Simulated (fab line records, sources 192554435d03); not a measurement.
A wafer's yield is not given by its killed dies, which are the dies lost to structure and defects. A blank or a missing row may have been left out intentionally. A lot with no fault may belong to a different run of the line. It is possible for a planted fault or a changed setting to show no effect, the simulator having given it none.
Chamber matching	flow n5 finfet	N5_BEOL_M10_DEP_56 on pecvd-01 has 3 sister chambers
The step deposits SiCN from 3MS/NH3, target thk 15 nm, time 26.5 s. 3 wafers are shown with their chamber, then 11 later ones without.

WAFERS PAIRED WITH THEIR CHAMBERS
wafer	chamber	throttle valve pct (%)
L086.1	0	9.5
L090.5	2	8.7
L095.3	1	8.9

WAFERS WHOSE CHAMBER IS MISSING
wafer	throttle valve pct (%)
L095.4	9.1
L095.6	9.1
L094.2	9.0
L094.4	8.9
L094.6	9.1
L096.1	8.9
L096.5	9.1
L096.6	8.8
L097.4	9.5
L097.5	8.7
L097.6	9.0

WHICH CHAMBER EACH WENT THROUGH
wafer	from the rows above	in truth
L095.4	can't be placed: 1 or 0 or 2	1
L095.6	can't be placed: 1 or 0 or 2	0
L094.2	can't be placed: 1 or 2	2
L094.4	can't be placed: 1 or 2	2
L094.6	can't be placed: 1 or 0 or 2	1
L096.1	can't be placed: 1 or 2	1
L096.5	can't be placed: 1 or 0 or 2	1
L096.6	can't be placed: 1 or 2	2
L097.4	0	0
L097.5	can't be placed: 2 or 1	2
L097.6	can't be placed: 1 or 2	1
Correctly placed: 1 of 11. Cannot be placed on the basis of these rows: 10; the candidates contain the true chamber in 10. 0 placed wrongly.
How it was worked out, from the rows above alone: a wafer's distance from a chamber is the root of the sum, over the readings, of the square of ((its reading less the chamber's mean) divided by the reading's scatter). If the next closest chamber is less than 2 further off than the closest, the wafer can't be placed; otherwise it belongs to the closest. Each chamber's mean is taken over the wafers shown for it. The scatter: root of mean squared gap, hidden wafer to nearest shown wafer, with one shown wafer a chamber.
